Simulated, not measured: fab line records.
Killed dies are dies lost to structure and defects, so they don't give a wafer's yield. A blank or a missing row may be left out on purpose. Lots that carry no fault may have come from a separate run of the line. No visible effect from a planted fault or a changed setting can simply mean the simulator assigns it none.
Chamber matching	flow n5-finfet	N5_BEOL_M9_STRIP_19 on rie-diel-05: 4 sister chambers
The step strips in O2. 8 wafers are shown with their chamber, then 10 later ones without.

== EACH WAFER AND ITS CHAMBER ==
wafer	chamber	showerhead-plenum-p-Torr (Torr)	drypump-motor-current-A (A)
L078.1	0	2.06	5.6
L081.5	2	2.06	5.7
L081.6	3	2.14	6.1
L087.2	0	2.05	5.5
L087.4	1	2.02	5.5
L087.6	2	2.06	5.7
L089.1	3	2.14	6.1
L089.4	1	2.02	5.5

== WAFERS WITHOUT THEIR CHAMBER ==
wafer	showerhead-plenum-p-Torr (Torr)	drypump-motor-current-A (A)
L089.6	2.13	6.1
L088.2	2.02	5.6
L088.4	2.14	6.1
L088.6	2.05	5.5
L095.2	2.13	6.1
L095.5	2.05	5.6
L095.6	2.01	5.5
L096.2	2.01	5.5
L096.4	2.13	6.1
L096.5	2.05	5.6

== WHICH CHAMBER EACH WENT THROUGH ==
wafer	from the rows above	in truth
L089.6	3	3
L088.2	1	1
L088.4	3	3
L088.6	0	0
L095.2	3	3
L095.5	0	0
L095.6	1	1
L096.2	1	1
L096.4	3	3
L096.5	0	0
10 of 10 placed correctly. Can't be placed from these rows: 0. Number placed wrongly: 0.
How it was worked out, from the rows above alone: a wafer's distance from a chamber is the root of the sum, over the readings, of the square of ((its reading less the chamber's mean) divided by the reading's scatter). If the next closest chamber is less than 2 further off than the closest, the wafer can't be placed; otherwise it belongs to the closest. Each chamber's mean is taken over the wafers shown for it. The scatter: the root of (the sum of the squares of (reading less its chamber's mean) over the shown wafers, divided by (wafers less chambers)).
